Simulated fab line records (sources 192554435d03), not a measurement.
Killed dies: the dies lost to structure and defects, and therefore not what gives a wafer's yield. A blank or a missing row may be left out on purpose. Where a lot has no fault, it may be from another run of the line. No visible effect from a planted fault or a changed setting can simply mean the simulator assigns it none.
Problem report in the 8D (eight disciplines) form, filled by code | flow n5 finfet | the parts of the form that need people (team, actions taken, sign-off) are left out

1. WHAT WENT WRONG
spin speed rpm at N5_MOL_CONTACT_COAG_COAT_63 reads a mean of 1547.0 rpm on 6 wafers of 2 lots; wafers without a fault read 1500.0 rpm with a standard deviation of 1. Measured from the usual mean, that is +47 standard deviations.
The step: time 60 s, resist thk 10 nm.
First observed at day 7 04:04: wafer L425.1, on litho track-01. At this step, 12 wafers from 4 lots have a number in the record. By rule, "out" or "out of limits" means more than 4 standard deviations away from the usual mean. The other wafers with a number count as sound.

2. WHAT IT IS, WHAT IT ISN'T
question                    | is                     | is not
which readings at this step | spin speed rpm         | plate temp C
which lots                  | L425, L427             | L437, L441
which wafers of those lots  | all that have a number | -
read on which tools         | litho track-01         | litho track-05
when                        | from day 7 04:04       | up to then (0 sound wafers); but 6 sound wafers of L437, L441 came after

3. SUSPECTS, AND WHAT RULES EACH OUT
Counting: a tool at a process step up to the reading stays a suspect if it ran every lot that is out and no sound lot after the first of them.
- litho track-01 at N5_MOL_CONTACT_COAG_COAT_63 (time 60 s, resist thk 10 nm): ruled out as a lasting fault. Sound lots L441 ran on it after its first lot that is out, L425 (day 7 04:04).
Left after counting: nothing in the record.

4. THE CAUSE (what the simulator had put in)
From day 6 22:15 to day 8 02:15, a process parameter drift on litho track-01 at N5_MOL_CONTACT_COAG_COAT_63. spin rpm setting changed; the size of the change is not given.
Counting ruled it out, wrongly.

5. THE EFFECT CHAIN, in route order
Each row: a reading where the mean over the struck wafers with a number is more than 3 standard deviations away from the usual. Only readings whose record carries a usual standard deviation are examined. hours: median over the lots of the time between each lot's start at the first step of this table that gives one and its start at this step. sigmas: the change, counted in usual standard deviations.
hours | step                        | reading        | usual      | on struck wafers | change | sigmas
0     | N5_MOL_CONTACT_COAG_COAT_63 | spin speed rpm | 1500.0 rpm | 1547.0           | +47.0  | +47
Process steps it contains:
- N5_MOL_CONTACT_COAG_COAT_63: time 60 s, resist thk 10 nm.
At these later measuring or inspecting steps, every struck wafer for which the step has a row has a number for every such reading, and none has moved that far: N5_BEOL_M4_RC_MEAS_101.

6. HOW IT WOULD HAVE BEEN CAUGHT EARLIER
First out-of-limits reading in this record: day 7 04:04, which is 6 hours after fault onset at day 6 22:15.
